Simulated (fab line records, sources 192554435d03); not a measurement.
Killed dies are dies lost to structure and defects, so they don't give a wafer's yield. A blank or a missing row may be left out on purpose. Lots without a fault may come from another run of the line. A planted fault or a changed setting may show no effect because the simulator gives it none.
Split-lot experiment | flow n5_finfet | 7 lots, 21 wafers read, on a route of 1938 steps

THE SPLIT
At N5_BEOL_M8_ILD_DEP_00 (deposits SiCOH lowk from DEMS/porogen, target thk 179.75 nm, time 33.4 s), the setting time_s was moved away from the recipe's 33.4 s on 6 of the 21 wafers read, by -14.6% to +10.3%. The other wafers ran this setting at the recipe's value.

FROM THE SPLIT TO THE READING: what the file shows between them, 1 step
- N5_BEOL_M8_CURE_74: cures SiCOH lowk, time 240 s

THE READING
M8_ILD_THK, in nm, at N5_BEOL_M8_THK_MEAS_01. Fault-free wafers of this fab line usually give 154.6 nm, standard deviation 2 nm.

wafer  | tool, chamber at the split | time_s as run, s | against the recipe | M8_ILD_THK, nm | against lot-mates on the recipe
L076.2 | pecvd-04, 2                | 30.36            | -9.1%              | 139.4          | -17.0
L076.3 | pecvd-04, 1                | 33.4             | recipe             | 156.4          | -
L076.6 | pecvd-04, 1                | 30.36            | -9.1%              | 145.8          | -10.6
L084.1 | pecvd-04, 1                | 33.4             | recipe             | 154.2          | -
L084.5 | pecvd-04, 1                | 33.4             | recipe             | 157.4          | -
L084.6 | pecvd-04, 2                | 33.4             | recipe             | 155.8          | -
L088.1 | pecvd-04, 2                | 28.51            | -14.6%             | 131.3          | -25.6
L088.4 | pecvd-04, 1                | 33.4             | recipe             | 156.9          | -
L088.5 | pecvd-04, 2                | 28.51            | -14.6%             | 130.8          | -26.1
L089.2 | pecvd-04, 1                | 33.4             | recipe             | 155.2          | -
L089.5 | pecvd-04, 2                | 33.4             | recipe             | 155.7          | -
L089.6 | pecvd-04, 1                | 33.4             | recipe             | 157.4          | -
L090.3 | pecvd-02, 0                | 33.4             | recipe             | 150.9          | -
L090.5 | pecvd-02, 2                | 33.4             | recipe             | 153.0          | -
L090.6 | pecvd-02, 1                | 33.4             | recipe             | 154.1          | -
L093.2 | pecvd-03, 1                | 33.4             | recipe             | 153.3          | -
L093.4 | pecvd-03, 0                | 33.4             | recipe             | 153.9          | -
L093.5 | pecvd-03, 1                | 33.4             | recipe             | 155.0          | -
L094.2 | pecvd-02, 1                | 36.85            | +10.3%             | 167.5          | +14.6
L094.4 | pecvd-02, 1                | 33.4             | recipe             | 152.9          | -
L094.6 | pecvd-02, 0                | 36.85            | +10.3%             | 168.7          | +15.8

THE FIT
A straight line over all 21 wafers: M8_ILD_THK changes by +1.47 nm for each +1% of time_s; r = +0.97; the points scatter about the line by 2.2 nm.
The same after taking each lot's own level away (the mean of its wafers on the recipe; 21 wafers): +1.63 nm for each +1%; r = +0.99; scatter 1.6 nm.
On that fit, the largest move of time_s shifts the reading by 24 nm.
The lots' own levels span 152.67 to 156.90 nm, that is 2.1 times the standard deviation above.
So the lot-to-lot level changes the slope little: the two slopes agree.
Check: with one of the wafers moved furthest among these (-14.6%) left out of the fit, the line predicts -23.5 nm for it against its lot-mates. It came out at -25.6 nm against them.

OTHER SPLITS ON THESE WAFERS
These wafers also went through other splits before the reading. Each is held against what the fit with the lots' levels taken away leaves over:
other split on the same wafers | wafers away from the commonest value | r with M8_ILD_THK (lot level and that fit taken away)
N5_BEOL_M6_ILD_DEP_00 time_s   | 7                                    | -0.25
N5_BEOL_M6_PECVD_70 time_s     | 6                                    | +0.03

THE WHOLE CHAIN: every reading that the file lists as answering this split, in the file's order
step                   | what it does                                                             | reading                                                                                  | change (the file's fit)              | r (the file's)
N5_BEOL_M8_ILD_DEP_00  | deposits SiCOH lowk from DEMS/porogen, target thk 179.75 nm, time 33.4 s | SiCOH_lowk_of_BEOL_M8_ILD_DEP_00.thk_nm (the simulator's own value, which no gauge read) | +1.87 nm for each +1% of the setting | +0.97
N5_BEOL_M8_CURE_74     | cures SiCOH lowk, time 240 s                                             | SiCOH_lowk_of_BEOL_M8_ILD_DEP_00.thk_nm (the simulator's own value, which no gauge read) | +1.63 nm for each +1% of the setting | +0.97
N5_BEOL_M8_THK_MEAS_01 |                                                                          | M8_ILD_THK                                                                               | +1.63 for each +1% of the setting    | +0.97

THE FILE'S OWN FIT
M8_ILD_THK changes by +1.63 nm for each +1% of time_s, r = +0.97.
